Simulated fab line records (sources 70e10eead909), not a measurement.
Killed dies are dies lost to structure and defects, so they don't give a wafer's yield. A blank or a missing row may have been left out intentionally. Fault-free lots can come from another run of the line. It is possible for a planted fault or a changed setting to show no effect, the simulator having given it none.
Matching of chambers -- flow nand harc -- NHARC_A_BLC_DESCUM_15 on rie diel-09: 4 sister chambers
The step chemistry O2, time 3 s. 27 wafers are shown with their chamber, then 12 later ones without.

== WAFERS WITH THEIR CHAMBER ==
wafer,chamber,drypump motor current A (A),oes product au (a.u.),rf vpp V (V)
L074.1,1,5.1,0.990,57.8
L074.4,2,6.5,0.998,57.2
L074.5,1,5.1,1.007,57.6
L077.3,3,5.4,1.002,57.5
L077.4,3,5.4,1.001,58.5
L077.6,2,6.4,1.004,57.5
L075.2,3,5.4,1.000,58.3
L075.4,3,5.4,1.001,58.2
L075.6,0,5.1,0.999,58.0
L079.2,3,5.4,0.998,58.6
L079.3,0,5.1,0.994,58.1
L079.5,0,5.1,0.987,57.8
L080.1,0,5.1,1.002,59.0
L080.2,1,5.1,0.992,56.8
L080.3,2,6.4,1.012,55.5
L084.1,0,5.1,0.991,57.5
L084.4,1,5.1,0.997,56.1
L084.6,2,6.5,1.020,59.0
L086.1,2,6.5,1.002,57.5
L086.2,3,5.4,1.002,57.7
L086.4,0,5.1,1.002,58.7
L085.1,1,5.1,0.991,58.6
L085.3,3,5.4,0.992,57.5
L085.6,0,5.1,0.986,57.9
L089.1,0,5.1,0.987,58.9
L089.4,1,5.1,1.002,57.6
L089.5,1,5.1,1.000,57.2

SIGNATURES (averages over the wafers above)
reading,chamber 0,chamber 1,chamber 2,chamber 3,scatter within a chamber
drypump motor current A,5.100,5.100,6.460,5.400,0.0228
oes product au,0.99350,0.99700,1.00720,0.99943,0.00643
rf vpp V,58.237,57.386,57.340,58.043,0.765
Rule: for a wafer and a chamber, the distance is found by dividing, reading by reading, the gap between the wafer's reading and the chamber's mean by the reading's scatter, squaring, summing and taking the root. If the next closest chamber is less than 2 further off than the closest, the wafer can't be placed; otherwise it belongs to the closest. The scatter: take each reading less its chamber's mean, square it, sum over the shown wafers, divide by the number of wafers less the number of chambers, and take the root.

== WAFERS WITHOUT THEIR CHAMBER ==
wafer,drypump motor current A (A),oes product au (a.u.),rf vpp V (V)
L088.3,5.1,1.003,58.1
L088.4,6.5,1.005,56.5
L088.5,5.1,0.998,58.1
L090.1,5.1,0.995,58.2
L090.3,5.1,0.987,58.0
L090.6,5.1,0.993,57.4
L092.2,5.1,1.000,57.3
L092.3,5.1,0.990,58.6
L092.6,5.1,0.996,57.4
L095.2,5.1,0.990,58.1
L095.5,5.1,1.003,59.8
L095.6,6.4,1.010,56.5

== WHICH CHAMBER EACH WENT THROUGH ==
wafer,from the rows above,in truth
L088.3,can't be placed: 1 or 0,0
L088.4,2,2
L088.5,can't be placed: 0 or 1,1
L090.1,can't be placed: 0 or 1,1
L090.3,can't be placed: 0 or 1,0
L090.6,can't be placed: 1 or 0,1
L092.2,can't be placed: 1 or 0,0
L092.3,can't be placed: 0 or 1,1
L092.6,can't be placed: 1 or 0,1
L095.2,can't be placed: 0 or 1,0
L095.5,can't be placed: 0 or 1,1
L095.6,2,2
Correctly placed: 2 of 12. From these rows, 10 cannot be placed; in 10 the true chamber is one of the candidates. Placed wrongly: 0.
